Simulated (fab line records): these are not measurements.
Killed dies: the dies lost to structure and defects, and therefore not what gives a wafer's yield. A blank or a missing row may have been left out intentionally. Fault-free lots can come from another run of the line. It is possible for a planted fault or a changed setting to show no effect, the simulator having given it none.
Chamber matching	flow nand-harc	NHARC_A_CHANNEL_FILL_D1_ALD_14 on ald-hk-01 has 4 sister chambers
The step deposits SiO2, target thk 2.5 nm, pulse time 10 s, ald cycles 25. 4 wafers are shown with their chamber, then 12 later ones without.

WAFERS, EACH WITH ITS CHAMBER
wafer	chamber	heater-power-w (W)
L083.2	2	514
L083.4	1	503
L087.1	3	444
L087.6	0	509

WAFERS WHOSE CHAMBER IS MISSING
wafer	heater-power-w (W)
L090.3	525
L090.4	508
L090.6	499
L091.1	450
L091.3	479
L091.5	449
L094.1	441
L094.2	500
L094.5	454
L095.4	504
L095.5	515
L095.6	445

THE CHAMBER EACH PASSED THROUGH
wafer	from the rows above	in truth
L090.3	can't be placed: 2 or 0 or 1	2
L090.4	can't be placed: 0 or 1 or 2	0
L090.6	can't be placed: 1 or 0 or 2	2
L091.1	3	3
L091.3	can't be placed: 1 or 0 or 2 or 3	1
L091.5	3	3
L094.1	3	3
L094.2	can't be placed: 1 or 0 or 2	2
L094.5	3	3
L095.4	can't be placed: 1 or 0 or 2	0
L095.5	can't be placed: 2 or 0 or 1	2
L095.6	3	3
Placed correctly: 5 of 12. Not placeable from these rows: 7 (in 7, the candidates include the true chamber). Wrongly placed: 0.
How it was worked out, from the rows above alone: a wafer's distance from a chamber is the root of the sum, over the readings, of the square of ((its reading less the chamber's mean) divided by the reading's scatter). If the next closest chamber is less than 2 further off than the closest, the wafer can't be placed; otherwise it belongs to the closest. Each chamber's mean is taken over the wafers shown for it. The scatter (one wafer shown for each chamber): square how far every hidden wafer sits from the nearest shown wafer, average those squares and take the square root.
